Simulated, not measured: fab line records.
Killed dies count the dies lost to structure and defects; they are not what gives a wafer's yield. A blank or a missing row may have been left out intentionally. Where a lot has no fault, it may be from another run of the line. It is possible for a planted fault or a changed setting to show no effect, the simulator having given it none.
Chamber matching + flow nand_harc + rie_diel-03 running NHARC_A_CHANNEL_HOLE_D1_DESCUM_15: 4 sister chambers
The step chemistry O2, time 3 s. 16 wafers are shown with their chamber, then 7 later ones without.

== WAFERS, EACH WITH ITS CHAMBER ==
| wafer  | chamber | showerhead_plenum_p_Torr (Torr) | drypump_motor_current_A (A) | oes_product_au (a.u.) |
|--------|---------|---------------------------------|-----------------------------|-----------------------|
| L614.4 | 0       | 1.87                            | 5.3                         | 0.989                 |
| L614.5 | 0       | 1.87                            | 5.3                         | 0.983                 |
| L614.6 | 1       | 1.97                            | 5.6                         | 1.005                 |
| L618.1 | 2       | 2.00                            | 5.5                         | 1.001                 |
| L618.6 | 1       | 1.97                            | 5.6                         | 1.012                 |
| L622.1 | 1       | 1.97                            | 5.5                         | 1.007                 |
| L622.4 | 3       | 2.02                            | 5.0                         | 0.996                 |
| L622.6 | 3       | 2.01                            | 5.0                         | 1.000                 |
| L624.2 | 3       | 2.01                            | 4.9                         | 0.992                 |
| L624.4 | 2       | 2.00                            | 5.5                         | 0.991                 |
| L624.6 | 3       | 2.01                            | 4.9                         | 0.996                 |
| L625.1 | 3       | 2.01                            | 5.0                         | 1.001                 |
| L625.2 | 2       | 2.00                            | 5.5                         | 1.004                 |
| L625.4 | 0       | 1.87                            | 5.3                         | 1.000                 |
| L629.1 | 2       | 2.00                            | 5.5                         | 0.984                 |
| L629.2 | 0       | 1.87                            | 5.3                         | 0.994                 |

SIGNATURES (averages over the wafers above)
| reading                  | chamber 0 | chamber 1 | chamber 2 | chamber 3 | scatter within a chamber |
|--------------------------|-----------|-----------|-----------|-----------|--------------------------|
| showerhead_plenum_p_Torr | 1.8700    | 1.9700    | 2.0000    | 2.0120    | 0.00258                  |
| drypump_motor_current_A  | 5.300     | 5.567     | 5.500     | 4.960     | 0.0394                   |
| oes_product_au           | 0.99150   | 1.00800   | 0.99500   | 0.99700   | 0.00638                  |
Rule: a wafer lies at a distance from a chamber equal to the root of the sum of squares, over the readings, of (its reading less the chamber's mean, divided by the reading's scatter). The wafer belongs to the nearest chamber; if the next one is less than 2 further off, it can't be placed. How the scatter is found: for the shown wafers, subtract from each reading the mean of its chamber, square and add these, divide the total by (wafers less chambers), then take the root.

== WAFERS WITH NO CHAMBER GIVEN ==
| wafer  | showerhead_plenum_p_Torr (Torr) | drypump_motor_current_A (A) | oes_product_au (a.u.) |
|--------|---------------------------------|-----------------------------|-----------------------|
| L629.3 | 2.01                            | 5.0                         | 0.997                 |
| L633.3 | 2.01                            | 4.9                         | 0.990                 |
| L633.4 | 1.87                            | 5.3                         | 1.004                 |
| L633.6 | 2.01                            | 5.0                         | 0.998                 |
| L632.2 | 2.01                            | 4.9                         | 0.997                 |
| L632.5 | 2.00                            | 5.4                         | 0.994                 |
| L632.6 | 2.01                            | 4.9                         | 0.993                 |

== WHICH CHAMBER EACH ONE RAN IN ==
| wafer  | from the rows above | in truth |
|--------|---------------------|----------|
| L629.3 | 3                   | 3        |
| L633.3 | 3                   | 3        |
| L633.4 | 0                   | 0        |
| L633.6 | 3                   | 3        |
| L632.2 | 3                   | 3        |
| L632.5 | 2                   | 2        |
| L632.6 | 3                   | 3        |
Placed correctly: 7 of 7. Can't be placed from these rows: 0. Wrongly placed: 0.
